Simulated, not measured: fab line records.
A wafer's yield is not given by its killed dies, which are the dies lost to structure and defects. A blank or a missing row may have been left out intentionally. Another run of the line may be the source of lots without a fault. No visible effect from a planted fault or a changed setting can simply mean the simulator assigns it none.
fab line records | flow nand-harc
[record] lots = 12 | wafers = 36 | last-day = 34
route steps=1302 shown A_M1@1199 A_BONDPAD@1202 END@1302
lots untouched by any fault: they come from a run of this same line in which no faults occurred
start-h: the number of hours between the record's first day and the start of the first shown wafer of the lot | wait-h: time in hours since the lot's previous step | " as in the row above | L1.1+2: one row covering several wafers at once | - either no value or no given start | * or withheld: withheld | < > ~ a bound
route shown NAME@n: NAME is a module with steps in the file, n the number in the route of the first one | usual: the fault-free wafers' mean and standard deviation | same: alike in all rows | chamber/n: place in a boat | sites: readings site by site | _std_site: how widely they spread, as a standard deviation | _edge_site: inner sites' mean taken away from outer sites' mean | radius-mm: how far each site lies from the wafer's centre | mask NAME#n: copy n | behind: the most recent tool/chamber to have shaped the wafer | hold: reason for holding the lot/hours on hold/outcome of the hold | device: the n, p or np transistor that did not switch | end of line: the same wafers' tests at the end of the route | for a step that has no rows: nothing shown but its recipe | killed: dies that structure and defects cost at the first sort, which is not the same as the wafer's yield | map: the dies of a wafer, with x for killed, . for not killed, _ for no die there
set.NAME: the run value of the setting; set.NAME@STEP: its run value at that earlier step | model.NAME: the simulator's own value behind a step, which no gauge read
route steps across a sampled set of lots; one table per step, one row per wafer
services: a tool's chamber out of use, with start hour (start-h, from the record's first day; less than 0 if before it), hours out, and reason
[[steps]]
[step NHARC_A_M1_INSPECT_27]
[usual] raw-defect-count = 546/140
lot.wafer | tool              | chamber | start-h | wait-h | raw-defect-count
L471.2    | defect-inspect-01 | -       | 527.91  | 0.0    | 434
L471.4    | "                 | -       | "       | "      | 440
L471.5    | "                 | -       | "       | "      | 398
L472.2    | defect-inspect-02 | -       | 547.63  | 0.0    | 372
L472.4    | "                 | -       | "       | "      | 555
L472.5    | "                 | -       | "       | "      | 411
L473.1    | defect-inspect-01 | -       | 565.24  | 0.0    | 413
L473.2    | "                 | -       | "       | "      | 514
L473.6    | "                 | -       | "       | "      | 374
L482.1    | defect-inspect-01 | -       | 643.39  | 0.0    | 698
L482.2    | "                 | -       | "       | "      | 788
L482.6    | "                 | -       | "       | "      | 783
L485.2    | defect-inspect-02 | -       | 674.47  | 0.0    | 530
L485.3    | "                 | -       | "       | "      | 569
L485.4    | "                 | -       | "       | "      | 498
L488.1    | defect-inspect-02 | -       | 701.80  | 0.0    | 479
L488.3    | "                 | -       | "       | "      | 559
L488.5    | "                 | -       | "       | "      | 517
L489.1    | defect-inspect-01 | -       | 708.65  | 0.0    | 547
L489.4    | "                 | -       | "       | "      | 455
L489.5    | "                 | -       | "       | "      | 369
L490.2    | defect-inspect-02 | -       | 723.07  | 0.0    | 495
L490.4    | "                 | -       | "       | "      | 452
L490.5    | "                 | -       | "       | "      | 541
L491.2    | defect-inspect-01 | -       | 729.84  | 0.0    | 634
L491.4    | "                 | -       | "       | "      | 580
L491.5    | "                 | -       | "       | "      | 621
L492.4    | defect-inspect-02 | -       | 734.15  | 0.0    | 417
L492.5    | "                 | -       | "       | "      | 450
L492.6    | "                 | -       | "       | "      | 417
L493.2    | defect-inspect-02 | -       | 742.91  | 0.0    | 572
L493.4    | "                 | -       | "       | "      | 330
L493.5    | "                 | -       | "       | "      | 384
L494.1    | defect-inspect-01 | -       | 773.82  | 0.0    | 945
L494.2    | "                 | -       | "       | "      | 854
L494.5    | "                 | -       | "       | "      | 544
[step NHARC_A_BONDPAD_DEP_00]
[recipe] target-thk-a = 2500 | temp-c = 370 | target-thk-nm = 250 | pressure-torr = 3 | flow-sccm = 200 | rf-w = 450 | material = SiCN
[usual] heater-power-w = 560/72
lot.wafer | tool     | chamber | start-h | wait-h | heater-power-w
L471.2    | pecvd-01 | 0       | 528.61  | -      | 645
L471.4    | "        | 0       | "       | "      | 644
L471.5    | "        | 2       | "       | "      | 573
L472.2    | pecvd-02 | 1       | 548.42  | -      | 515
L472.4    | "        | 2       | "       | "      | 534
L472.5    | "        | 1       | "       | "      | 522
L473.1    | pecvd-01 | 2       | 565.94  | -      | 610
L473.2    | "        | 1       | "       | "      | 479
L473.6    | "        | 2       | "       | "      | 513
L482.2    | pecvd-01 | 2       | -       | -      | 558
L482.1    | "        | 0       | "       | "      | 590
L482.6    | "        | 0       | "       | "      | 593
L485.2    | pecvd-02 | 0       | 675.54  | -      | 575
L485.3    | "        | 1       | "       | "      | 626
L485.4    | "        | 0       | "       | "      | 567
L488.1    | pecvd-01 | 2       | 702.51  | -      | 602
L488.3    | "        | 0       | "       | "      | 647
L488.5    | "        | 2       | "       | "      | 591
L489.1    | pecvd-02 | 1       | -       | -      | 591
L489.5    | "        | 1       | "       | "      | 618
L489.4    | "        | 0       | "       | "      | 557
L490.2    | pecvd-02 | 0       | -       | -      | 562
L490.5    | "        | 2       | "       | "      | 565
L490.4    | "        | 1       | "       | "      | 615
L491.2    | pecvd-02 | 0       | 730.58  | -      | 561
L491.4    | "        | 2       | "       | "      | 542
L491.5    | "        | 1       | "       | "      | 645
L492.6    | pecvd-01 | 2       | -       | -      | 519
L492.4    | "        | 0       | "       | "      | 643
L492.5    | "        | 1       | "       | "      | 500
L493.2    | pecvd-01 | 0       | 743.69  | -      | 632
L493.4    | "        | 1       | "       | "      | 481
L493.5    | "        | 0       | "       | "      | 644
L494.1    | pecvd-01 | 2       | -       | -      | 598
L494.2    | "        | 1       | "       | "      | 480
L494.5    | "        | 0       | "       | "      | 603
[step NHARC_A_BONDPAD_CD_MEAS_09]
[recipe] target-cd-nm = 500 | landing-energy-ev = 500
[usual] cd-nm = 499.9/1.6
lot.wafer | tool      | chamber | start-h | wait-h | cd-nm
L471.2    | cd-sem-03 | 0       | 529.82  | -      | 501.4
L471.4    | "         | 0       | "       | "      | 499.9
L471.5    | "         | 0       | "       | "      | 499.8
L472.2    | cd-sem-01 | 0       | 549.55  | -      | 500.6
L472.4    | "         | 0       | "       | "      | 498.5
L472.5    | "         | 0       | "       | "      | 499.4
L473.1    | cd-sem-01 | 0       | 567.30  | -      | 500.4
L473.2    | "         | 0       | "       | "      | 501.4
L473.6    | "         | 0       | "       | "      | 495.4
L482.1    | cd-sem-03 | 0       | 645.19  | -      | 498.8
L482.2    | "         | 0       | "       | "      | 499.2
L482.6    | "         | 0       | "       | "      | 499.3
L485.2    | cd-sem-01 | 0       | 676.79  | -      | 500.5
L485.3    | "         | 0       | "       | "      | 495.4
L485.4    | "         | 0       | "       | "      | 499.2
L488.1    | cd-sem-02 | 0       | 703.73  | -      | 495.3
L488.3    | "         | 0       | "       | "      | 501.4
L488.5    | "         | 0       | "       | "      | 499.6
L489.1    | cd-sem-03 | 0       | 710.55  | -      | 501.1
L489.4    | "         | 0       | "       | "      | 499.5
L489.5    | "         | 0       | "       | "      | 500.6
L490.2    | cd-sem-03 | 0       | 725.00  | -      | 500.6
L490.4    | "         | 0       | "       | "      | 501.6
L490.5    | "         | 0       | "       | "      | 498.5
L491.2    | cd-sem-03 | 0       | 731.77  | -      | 501.9
L491.4    | "         | 0       | "       | "      | 500.6
L491.5    | "         | 0       | "       | "      | 500.3
L492.4    | cd-sem-01 | 0       | 736.09  | -      | 500.7
L492.5    | "         | 0       | "       | "      | 497.5
L492.6    | "         | 0       | "       | "      | 500.1
L493.2    | cd-sem-03 | 0       | 744.70  | -      | 499.3
L493.4    | "         | 0       | "       | "      | 500.5
L493.5    | "         | 0       | "       | "      | 499.8
L494.1    | cd-sem-02 | 0       | 775.75  | -      | 499.5
L494.2    | "         | 0       | "       | "      | 501.4
L494.5    | "         | 0       | "       | "      | 501.8
[step NHARC_A_BONDPAD_STRIP_15]
[recipe] o2-flow-sccm = 500 | ar-flow-sccm = 0 | bias-w = 0 | chemistry = O2
[usual] drypump-motor-current-A = 5.7/0.36 | oes-product-au = 0.999/0.011 | rf-vpp-V = 57.7/0.89 | showerhead-plenum-p-Torr = 3.50/0.12 | throttle-valve-pct = 17.035/0.0092
lot.wafer | tool        | chamber | start-h | wait-h | drypump-motor-current-A | oes-product-au | rf-hours-counter-h | rf-vpp-V | showerhead-plenum-p-Torr | throttle-valve-pct
L471.4    | rie-diel-08 | 2       | 530.43  | 0.1    | 5.1                     | 0.987          | 6                  | 58.1     | 3.34                     | 17.023
L471.2    | "           | 0       | "       | "      | 5.7                     | 0.987          | 5                  | 57.5     | 3.65                     | 17.037
L471.5    | "           | 3       | "       | "      | 6.2                     | 1.001          | -                  | 58.5     | 3.55                     | 17.038
L472.4    | rie-diel-03 | 0       | 550.17  | 0.1    | 5.7                     | 0.984          | 29                 | 57.5     | 3.55                     | 17.032
L472.2    | "           | 2       | "       | "      | 6.6                     | 1.004          | 27                 | 58.6     | 3.28                     | 17.053
L472.5    | "           | 0       | "       | "      | 5.7                     | 1.003          | -                  | 57.7     | 3.55                     | 17.046
L473.2    | rie-diel-04 | 2       | 567.92  | 0.1    | 6.2                     | 0.994          | 4                  | 58.2     | 3.62                     | 17.032
L473.1    | "           | 0       | "       | "      | 5.6                     | 1.003          | 4                  | 58.1     | 3.33                     | 17.045
L473.6    | "           | 2       | "       | "      | 6.3                     | 0.980          | -                  | 56.4     | 3.62                     | 17.035
L482.2    | rie-diel-08 | 3       | 645.82  | 0.1    | 6.1                     | 0.976          | 3                  | 58.0     | 3.55                     | 17.034
L482.1    | "           | 0       | "       | "      | 5.7                     | 0.985          | 3                  | 58.7     | 3.64                     | 17.020
L482.6    | "           | 2       | "       | "      | 5.1                     | 0.999          | -                  | 58.0     | 3.33                     | 17.045
L485.4    | rie-diel-04 | 0       | 677.39  | 0.1    | 5.6                     | 1.018          | 22                 | 56.6     | 3.32                     | 17.016
L485.3    | "           | 2       | "       | "      | 6.3                     | 0.995          | 22                 | 57.0     | 3.61                     | 17.029
L485.2    | "           | 3       | "       | "      | 5.5                     | 1.004          | 23                 | 57.6     | 3.57                     | 17.041
L488.3    | rie-diel-04 | 3       | 704.33  | 0.1    | 5.5                     | 1.008          | 28                 | 58.7     | 3.57                     | 17.040
L488.1    | "           | 1       | "       | "      | 5.6                     | 0.997          | 26                 | 57.5     | 3.43                     | 17.029
L488.5    | "           | 0       | "       | "      | 5.6                     | 1.003          | -                  | 58.5     | 3.32                     | 17.050
L489.1    | rie-diel-08 | 2       | 711.17  | 0.1    | 5.1                     | 1.011          | 5                  | 58.1     | 3.33                     | 17.057
L489.4    | "           | 0       | "       | "      | 5.7                     | 0.997          | 6                  | 57.6     | 3.64                     | 17.040
L489.5    | "           | 1       | "       | "      | 5.7                     | 1.012          | -                  | 57.4     | 3.52                     | 17.031
L490.4    | rie-diel-03 | 0       | 725.95  | 0.2    | 5.7                     | 0.999          | 29                 | 58.0     | 3.52                     | 17.036
L490.2    | "           | 3       | "       | "      | 6.3                     | 1.002          | 26                 | 57.7     | 3.47                     | 17.052
L490.5    | "           | 0       | "       | "      | 5.7                     | 1.011          | -                  | 59.6     | 3.52                     | 17.017
L491.2    | rie-diel-08 | 0       | 732.38  | 0.1    | 5.7                     | 1.018          | 0                  | 58.8     | 3.64                     | 17.032
L491.4    | "           | 1       | "       | "      | 5.6                     | 0.982          | 0                  | 55.9     | 3.52                     | 17.035
L491.5    | "           | 3       | "       | "      | 6.2                     | 0.983          | -                  | 56.7     | 3.55                     | 17.021
L492.4    | rie-diel-08 | 0       | 736.70  | 0.1    | 5.7                     | 1.007          | 0                  | 56.1     | 3.64                     | 17.040
L492.5    | "           | 0       | "       | "      | 5.7                     | 0.999          | -                  | 58.1     | 3.64                     | 17.026
L492.6    | "           | 1       | "       | "      | 5.7                     | 0.987          | -                  | 55.2     | 3.52                     | 17.048
L493.4    | rie-diel-04 | 3       | 745.32  | 0.1    | 5.5                     | 0.995          | 5                  | 56.8     | 3.57                     | 17.034
L493.2    | "           | 0       | "       | "      | 5.6                     | 1.004          | 5                  | 58.5     | 3.31                     | 17.025
L493.5    | "           | 2       | "       | "      | 6.2                     | 0.985          | -                  | 57.9     | 3.60                     | 17.032
L494.2    | rie-diel-08 | 1       | 776.35  | 0.1    | 5.7                     | 0.976          | 1                  | 57.6     | 3.52                     | 17.039
L494.1    | "           | 0       | "       | "      | 5.7                     | 1.000          | 1                  | 57.6     | 3.64                     | 17.025
L494.5    | "           | 2       | "       | "      | 5.2                     | 1.005          | -                  | 57.8     | 3.33                     | 17.037
[step NHARC_END_SORT_01]
[recipe] temp-c = 25
[usual] defect-limited-yield = 91.8/2.5 | killed-at-array = 51/17 | killed-at-other = 1.0/1.2 | killed-at-periphery = 3.4/2.5 | killed-dies = 56/17 | killed-open = 3.3/2.1 | killed-short = 2.6/1.6 | sort_bin_2_pct = 2.8/1.1 | sort_bin_3_pct = 0.6/0.34 | sort_bin_4_pct = 4.9/1.5 | sort-n-pass = 621/17 | sort-rim-yield-pct = 93/4 | sort-yield-pct = 91.8/2.5
[same] gross-dies = 677 | sort_bin_5_pct[%] = 0 | sort_bin_6_pct[%] = 0 | sort_bin_7_pct[%] = 0 | sort_bin_8_pct[%] = 0 | sort-rim-n-gross = 106.00
lot.wafer | tool      | chamber | start-h | wait-h | defect-limited-yield[%] | killed-at-array | killed-at-other | killed-at-periphery | killed-dies | killed-open | killed-short | sort_bin_2_pct[%] | sort_bin_3_pct[%] | sort_bin_4_pct[%] | sort-n-pass | sort-rim-yield-pct[%] | sort-yield-pct[%]
L471.2    | prober-02 | 0       | 568.98  | 2.8    | 95.0                    | 33              | 0               | 1                   | 34          | 3           | 3            | 1.5               | 0.6               | 3.0               | 643         | 91                    | 95.0
L471.4    | prober-02 | 0       | 570.60  | 3.4    | 96.3                    | 22              | 2               | 1                   | 25          | 2           | 4            | 1.5               | 0.1               | 2.1               | 652         | 92                    | 96.3
L471.5    | prober-02 | 0       | 571.42  | 3.8    | 96.3                    | 24              | 0               | 1                   | 25          | 5           | 2            | 1.6               | 0.3               | 1.8               | 652         | 92                    | 96.3
L482.1    | prober-02 | 0       | 707.03  | 2.5    | 95.4                    | 28              | 3               | 0                   | 31          | 1           | 2            | 1.6               | 0.1               | 2.8               | 646         | 93                    | 95.4
L482.2    | prober-02 | 0       | 707.83  | 2.8    | 83.6                    | 107             | 1               | 3                   | 111         | 4           | 3            | 7.2               | 3.5               | 5.6               | 566         | 82                    | 83.6
L482.6    | prober-02 | 0       | 711.04  | 4.0    | 96.0                    | 21              | 4               | 2                   | 27          | 2           | 3            | 1.2               | 0                 | 2.8               | 650         | 94                    | 96.0
L485.2    | prober-02 | 0       | 710.76  | 2.8    | 92.3                    | 49              | 0               | 3                   | 52          | 2           | 3            | 2.4               | 0.4               | 4.9               | 625         | 82                    | 92.3
L485.3    | prober-02 | 0       | 711.56  | 3.1    | 88.6                    | 72              | 0               | 5                   | 77          | 2           | 1            | 5.2               | 0.4               | 5.8               | 600         | 96                    | 88.6
L485.4    | prober-02 | 0       | 712.35  | 3.4    | 91.9                    | 53              | 1               | 1                   | 55          | 3           | 3            | 2.7               | 0.3               | 5.2               | 622         | 92                    | 91.9
L493.2    | prober-02 | 0       | 773.09  | 2.8    | 94.5                    | 35              | 0               | 2                   | 37          | 7           | 4            | 1.8               | 0.6               | 3.1               | 640         | 98                    | 94.5
L493.4    | prober-02 | 0       | 774.68  | 3.4    | 94.1                    | 34              | 1               | 5                   | 40          | 6           | 3            | 2.4               | 0.6               | 3.0               | 637         | 96                    | 94.1
L493.5    | prober-02 | 0       | 775.48  | 3.7    | 93.4                    | 42              | 0               | 3                   | 45          | 2           | 4            | 2.1               | 0.7               | 3.8               | 632         | 93                    | 93.4
// killed by level:class
L471.2 A_CHANNEL_HOLE_D2:chamber-film-flake=15 A_CHANNEL_HOLE_D1:chamber-film-flake=5 A_WL_FILL:chamber-film-flake=3 A_ONON_D1:geometric-particle:open=2 A_STAIRCASE:chamber-film-flake=2 P_GATE:geometric-particle:short=1 A_CHANNEL_FILL_D1:geometric-particle:short=1 A_ONON_D2:geometric-particle:open=1
L471.4 A_CHANNEL_HOLE_D2:chamber-film-flake=12 A_WL_FILL:chamber-film-flake=2 A_ONON_D1:geometric-particle:short=1 A_CHANNEL_FILL_D1:geometric-particle:short=1 A_DECK1_JOINT:geometric-particle:short=1 A_ONON_D2:geometric-particle:open=1 A_CONTACT:geometric-particle:short=1 P_ZERO_WELL:chamber-film-flake=1
L471.5 A_CHANNEL_HOLE_D2:chamber-film-flake=12 A_WL_FILL:chamber-film-flake=3 A_CHANNEL_HOLE_D1:chamber-film-flake=2 P_GATE:geometric-particle:open=1 A_ONON_D1:geometric-particle:short=1 A_CHANNEL_FILL_D1:geometric-particle:open=1 A_ONON_D2:geometric-particle:open=1 A_CHANNEL_FILL_D2:geometric-particle:short=1
L482.1 A_CHANNEL_HOLE_D1:chamber-film-flake=6 A_CONTACT:chamber-film-flake=4 A_M0:chamber-film-flake=3 A_BONDPAD:chamber-film-flake=3 THIN_TSV:chamber-film-flake=3 A_CHANNEL_FILL_D2:chamber-film-flake=2 A_SLIT:chamber-film-flake=2 A_WL_FILL:chamber-film-flake=2
L482.2 A_BONDPAD:unspecified=77 A_CHANNEL_HOLE_D1:chamber-film-flake=6 A_CHANNEL_FILL_D2:chamber-film-flake=6 A_CONTACT:chamber-film-flake=4 A_SLIT:chamber-film-flake=2 A_M0:chamber-film-flake=2 A_BONDPAD:chamber-film-flake=2 P_M2:geometric-particle:open=1
L485.2 A_CHANNEL_HOLE_D2:chamber-film-flake=22 A_CHANNEL_HOLE_D1:chamber-film-flake=10 A_CHANNEL_FILL_D2:chamber-film-flake=3 A_CONTACT:chamber-film-flake=3 A_STAIRCASE:chamber-film-flake=2 A_CHANNEL_FILL_D1:chamber-film-flake=2 A_BLC:chamber-film-flake=2 P_GATE:geometric-particle:open=1
L482.6 A_CHANNEL_HOLE_D1:chamber-film-flake=4 THIN_TSV:chamber-film-flake=4 A_STAIRCASE:chamber-film-flake=2 A_WL_FILL:chamber-film-flake=2 A_CONTACT:chamber-film-flake=2 A_M0:chamber-film-flake=2 A_BONDPAD:chamber-film-flake=2 P_BONDPAD:geometric-particle:short=1
L485.3 A_CHANNEL_HOLE_D1:chamber-film-flake=34 A_CHANNEL_HOLE_D2:chamber-film-flake=20 A_STAIRCASE:chamber-film-flake=4 A_M1:chamber-film-flake=4 P_GATE:chamber-film-flake=3 A_CONTACT:chamber-film-flake=3 P_BONDPAD:chamber-film-flake=2 A_BLC:chamber-film-flake=2
L485.4 A_CHANNEL_HOLE_D2:chamber-film-flake=28 A_CHANNEL_HOLE_D1:chamber-film-flake=11 A_SLIT:chamber-film-flake=3 A_CHANNEL_FILL_D1:chamber-film-flake=2 A_CONTACT:chamber-film-flake=2 A_CHANNEL_HOLE_D1:geometric-particle:open=1 A_DECK1_JOINT:geometric-particle:short=1 A_CHANNEL_FILL_D2:geometric-particle:open=1
L493.2 A_CHANNEL_HOLE_D1:chamber-film-flake=9 A_CONTACT:chamber-film-flake=9 A_SLIT:chamber-film-flake=4 A_ONON_D2:geometric-particle:open=2 A_DECK1_JOINT:chamber-film-flake=2 P_GATE:geometric-particle:open=1 P_CONTACT:geometric-particle:open=1 A_ONON_D1:geometric-particle:short=1
L493.4 A_CHANNEL_HOLE_D1:chamber-film-flake=11 A_CONTACT:chamber-film-flake=6 A_CHANNEL_HOLE_D2:chamber-film-flake=3 A_CHANNEL_FILL_D2:chamber-film-flake=3 A_SLIT:chamber-film-flake=3 P_GATE:chamber-film-flake=2 A_DECK1_JOINT:chamber-film-flake=2 P_CONTACT:geometric-particle:short=1
L493.5 A_CHANNEL_HOLE_D1:chamber-film-flake=18 A_CONTACT:chamber-film-flake=12 A_SLIT:chamber-film-flake=3 P_M0:geometric-particle:short=1 A_CHANNEL_HOLE_D1:geometric-particle:short=1 A_DECK1_JOINT:geometric-particle:open=1 A_SGD_CUT:geometric-particle:short=1 A_M0:geometric-particle:open=1
[[services]]
tool        | chamber | start-h | hours | kind
pecvd-01    | 0       | 505.57  | -     | clean
pecvd-01    | 1       | 505.57  | -     | clean
pecvd-01    | 2       | 505.57  | -     | clean
rie-diel-08 | 3       | 506.59  | 4.7   | repair
rie-diel-03 | 1       | 518.37  | 15.8  | repair
rie-diel-04 | -       | 531.90  | 9.0   | pm
rie-diel-08 | -       | 544.80  | 9.0   | pm
pecvd-01    | 0       | 558.26  | 10.0  | repair
rie-diel-08 | -       | 580.02  | 0.4   | repair
pecvd-02    | -       | 589.13  | 13.0  | pm
rie-diel-03 | -       | 635.98  | 9.0   | pm
pecvd-01    | -       | 673.57  | 13.0  | pm
pecvd-01    | 0       | 673.57  | 13.0  | vent-cycle
pecvd-01    | 1       | 673.57  | 13.0  | vent-cycle
pecvd-01    | 2       | 673.57  | 13.0  | vent-cycle
pecvd-01    | 0       | 686.57  | -     | clean
pecvd-01    | 1       | 686.57  | -     | clean
rie-diel-03 | 2       | 686.75  | 4.4   | repair
rie-diel-03 | 1       | 698.73  | 5.7   | repair
rie-diel-08 | -       | 721.80  | 9.0   | pm
rie-diel-04 | 1       | 728.03  | 7.0   | repair
rie-diel-03 | 3       | 729.27  | 9.7   | repair
rie-diel-03 | 3       | 745.25  | 21.0  | repair
pecvd-02    | -       | 770.13  | 13.0  | pm
[[key]]
[first-sign] step = NHARC_END_SORT_01 | reading = killed-at-array | direction = up | sigmas = 3.3 | usual = 51 | struck = 107
[effect] step = NHARC_END_SORT_01 | reading = defect-limited-yield | direction = down | sigmas = 3.2 | usual = 91.8 | struck = 83.6
[more-kills-born-at] NHARC_A_BONDPAD_STRIP_15@rie-diel-08 = 77
met-at NHARC_A_BONDPAD_STRIP_15
struck-lots L482
struck-wafers L482.2
not-acting-at NHARC_A_M1_INSPECT_27,NHARC_A_BONDPAD_DEP_00,NHARC_A_BONDPAD_CD_MEAS_09
onset-between 530.43 645.82
[fault] kind = chamber-particle-source | tool = rie-diel-08 | chamber = 3 | onset-h = 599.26 | steps = NHARC_A_BONDPAD_STRIP_15 | rate-per-visit-cm2 = 1.1754 | end-h = 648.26
